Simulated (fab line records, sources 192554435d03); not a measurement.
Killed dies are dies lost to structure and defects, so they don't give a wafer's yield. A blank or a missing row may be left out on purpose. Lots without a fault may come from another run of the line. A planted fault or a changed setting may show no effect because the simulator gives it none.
fab line records | flow n5_finfet
record lots=7 wafers=21
route steps=1938 shown BEOL_M13@1706 PAD_METAL@1896
start_h: hours from the record's first day to the start of the lot's first wafer shown | wait_h: hours since the lot's step before | " the same as in the row above | L1.1+2: a row that stands for several wafers | - no value, or no start given | * or withheld: withheld | < > ~ a bound
route shown NAME@n: a module of which the file shows steps, and the number in the route of the first | usual: mean/standard deviation of fault-free wafers | same: alike in all rows | chamber/n: place in a boat | sites: the reading at each site | _std_site: their standard deviation | _edge_site: outer sites' mean less inner sites' | radius_mm: how far each site lies from the wafer's centre | mask NAME#n: copy n | behind: the tool/chamber that last shaped the wafer | hold: why the lot was held/for how many hours/how that ended | device: the transistor (n, p or np) that didn't switch | end of line: the same wafers' tests at the end of the route | a step without rows: its recipe alone | killed: dies lost to structure and defects at the first sort, not the wafer's yield | map: a wafer's dies, x killed, . not, _ none there
set.NAME: the setting as run; set.NAME@STEP: as run at that earlier step | model.NAME: the simulator's own value behind a step, which no gauge read
lots whose settings were changed on purpose; a table a step, a row a wafer
## steps
# step N5_BEOL_M13_SPUTTER_44
# recipe material=Ta target_thk_a=100 temp_c=50 bias_v=80 power_w=15000 chamber_pressure_pa=0.07 time_s=16.13
# columns lot.wafer tool chamber start_h wait_h set.power_w model.Ta_of_BEOL_M13_SPUTTER_44.thk_nm
L075.1 pvd_sputter-01 - 243.13 0.0 15000 9.8
L075.3 " - " " 15000 10
L075.4 " - " " 12890 8.6
L077.2 pvd_sputter-02 - 260.12 0.0 15000 10.2
L077.3 " - " " 13090 8.8
L077.6 " - " " 15000 10
L078.2 pvd_sputter-03 - 263.50 0.0 15000 9.6
L078.4 " - " " 13770 9.2
L078.5 " - " " 15000 9.8
L082.2 pvd_sputter-02 - 293.93 0.0 15000 10
L082.4+6 " - " " 14020 9.2
L084.1 pvd_sputter-02 - 301.32 0.0 15000 10
L084.3 " - " " 15000 10.2
L084.6 " - " " 15000 9.8
L091.1 pvd_sputter-02 - 343.00 0.0 13000 8.8
L091.2 " - " " 13000 8.6
L091.3 " - " " 15000 10
L095.3+5 pvd_sputter-03 - 364.65 0.0 15000 10
L095.6 " - " " 15000 9.8
# step N5_BEOL_M13_SPUTTER_45
# recipe material=Cu target_thk_a=800 temp_c=-20 bias_v=60 power_w=26000 chamber_pressure_pa=0.13 time_s=13.33
# step N5_BEOL_M13_ECD_47
# recipe material=Cu target_thk_a=9360
# step N5_BEOL_M13_ANNEAL_48
# recipe temp_c=225 time_s=90 ambient=N2
# step N5_BEOL_M13_CMP_49
# recipe stop_on=SiOC t_overpolish_s=17.1 down_force_psi=1 platen_rpm=50 clearing_platen_down_force_psi=1.5 clearing_platen_rpm=50 post_cmp_clean=cu_alkaline target_thk_nm=420 clearing_platen_pad_velocity_m_s=0.99484 pad_velocity_m_s=0.99484
# columns lot.wafer tool chamber start_h wait_h set.time_s@BEOL_M13_TRENCH_ETCH_34 model.Cu_of_BEOL_M13_ECD_47.thk_nm
L075.4 cmp-04 0 243.78 0.1 198.7 507.4
L075.1 " 1 " " 162.6 412
L075.3 " 2 " " 162.6 411.2
L077.2 cmp-04 1 260.82 0.2 162.6 408.4
L077.3 " 3 " " 162.6 420.4
L077.6 " 1 " " 162.6 412.6
L078.4 cmp-01 3 264.41 0.3 162.6 411.2
L078.2 " 2 " " 173.9 440
L078.5 " 0 " " 162.6 409
L082.2 cmp-04 0 294.88 0.4 162.6 408
L082.4 " 2 " " 188.1 479
L082.6 " 0 " " 162.6 417
L084.1 cmp-01 3 302.05 0.3 162.6 414
L084.3 " 0 " " 162.6 410.4
L084.6 " 2 " " 162.6 419.6
L091.2 cmp-04 1 345.51 0.2 162.6 413
L091.1 " 2 " " 162.6 417.4
L091.3 " 0 " " 162.6 407.2
L095.3 cmp-04 0 365.30 0.2 162.6 410.6
L095.5 " 0 " " 162.6 416.8
L095.6 " 1 " " 162.6 419.8
# step N5_BEOL_M13_THK_MEAS_50
# recipe thk_meas_gauge=xrf reads=Cu_of_BEOL_M13_ECD_47
# usual M13_THK=420/7.2
# columns lot.wafer tool chamber start_h wait_h set.time_s@BEOL_M13_TRENCH_ETCH_34 M13_THK[nm]
L075.1 film_metro-02 - 244.08 - 162.6 425
L075.3 " - " " 162.6 423
L075.4 " - " " 198.7 524
L077.2 film_metro-02 - 261.08 - 162.6 416
L077.3 " - " " 162.6 430
L077.6 " - " " 162.6 421
L078.2 film_metro-01 - 264.70 - 173.9 443
L078.4 " - " " 162.6 411
L078.5 " - " " 162.6 413
L082.2 film_metro-02 - 295.14 - 162.6 414
L082.4 " - " " 188.1 487
L082.6 " - " " 162.6 423
L084.1 film_metro-02 - 302.27 - 162.6 421
L084.3 " - " " 162.6 417
L084.6 " - " " 162.6 423
L091.1 film_metro-01 - 345.80 - 162.6 417
L091.2 " - " " 162.6 415
L091.3 " - " " 162.6 408
L095.3 film_metro-01 - 365.60 - 162.6 412
L095.5 " - " " 162.6 420
L095.6 " - " " 162.6 423
# step N5_BEOL_M13_PRE_CLEAN_52
# recipe gas=NH3 time_s=15 temp_c=withheld rf_power_w=300
# step N5_BEOL_M13_DEP_53
# recipe material=SiCN target_thk_a=500 temp_c=withheld precursor=3MS/NH3 pressure_torr=3 rf_w=675 time_s=17.8
# step N5_BEOL_M13_RS_MEAS_54
# recipe thk_meas_gauge=four-point-probe reads=Cu_of_BEOL_M13_ECD_47+Ta_of_BEOL_M13_SPUTTER_44+TaN_of_BEOL_M13_SPUTTER_43
# usual M13_RS=0.0455/0.00071
# columns lot.wafer tool chamber start_h wait_h set.time_s@BEOL_M13_TRENCH_ETCH_34 M13_RS[ohm/sq]
L075.1 film_metro-01 - 244.21 0.0 162.6 0.0459
L075.3 " - " " 162.6 0.0461
L075.4 " - " " 198.7 0.0370
L077.2 film_metro-02 - 261.20 0.1 162.6 0.0463
L077.3 " - " " 162.6 0.0449
L077.6 " - " " 162.6 0.0458
L078.2 film_metro-01 - 264.83 0.1 173.9 0.0428
L078.4 " - " " 162.6 0.0460
L078.5 " - " " 162.6 0.0462
L082.2 film_metro-01 - 295.26 0.1 162.6 0.0464
L082.4 " - " " 188.1 0.0393
L082.6 " - " " 162.6 0.0453
L084.1 film_metro-01 - 302.40 0.0 162.6 0.0457
L084.3 " - " " 162.6 0.0460
L084.6 " - " " 162.6 0.0450
L091.1 film_metro-02 - 345.93 0.0 162.6 0.0452
L091.2 " - " " 162.6 0.0457
L091.3 " - " " 162.6 0.0465
L095.3 film_metro-01 - 365.74 0.1 162.6 0.0460
L095.5 " - " " 162.6 0.0453
L095.6 " - " " 162.6 0.0450
# step N5_PASSIVATION_AL_DEP_21
# recipe material=Al target_thk_a=28000 temp_c=400 time_s=170 power_w=30000 chamber_pressure_pa=0.4 gas=Ar
# columns lot.wafer tool chamber start_h wait_h set.time_s model.Al_of_PASSIVATION_AL_DEP_21.thk_nm
L075.1 pvd_sputter-03 - 271.17 0.1 170 2815
L075.3 " - " " 170 2831
L075.4 " - " " 170 2790
L077.2 pvd_sputter-01 - 280.39 0.1 170 2783
L077.3 " - " " 170 2820
L077.6 " - " " 170 2819
L078.2 pvd_sputter-03 - 284.14 0.1 158.1 2589
L078.4 " - " " 158.1 2641
L078.5 " - " " 158.1 2645
L084.1 pvd_sputter-01 - 319.34 0.1 187.9 3100
L084.3+6 " - " " 170 2814
L082.2 pvd_sputter-01 - 320.24 0.1 188.8 3064
L082.4 " - " " 170 2774
L082.6 " - " " 170 2788
L091.1 pvd_sputter-02 - 364.37 0.1 170 2799
L091.2 " - " " 187.1 3048
L091.3 " - " " 187.1 3096
L095.3 pvd_sputter-03 - 387.70 0.1 170 2794
L095.5 " - " " 170 2804
L095.6 " - " " 170 2787
## key
split step=N5_BEOL_M13_SPUTTER_44 setting=power_w stated=15000 by=wafer
response step=N5_BEOL_M13_SPUTTER_44 reading=model.Ta_of_BEOL_M13_SPUTTER_44.thk_nm change=+0.0949 per=1% r=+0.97
split step=N5_PASSIVATION_AL_DEP_21 setting=time_s stated=170 by=wafer
response step=N5_PASSIVATION_AL_DEP_21 reading=model.Al_of_PASSIVATION_AL_DEP_21.thk_nm change=+26.6 per=1% r=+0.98
split outside_this_file step=N5_BEOL_M13_TRENCH_ETCH_34 setting=time_s
# split outside_this_file: this setting was split too, and the file shows its column; the key of that split is in another file
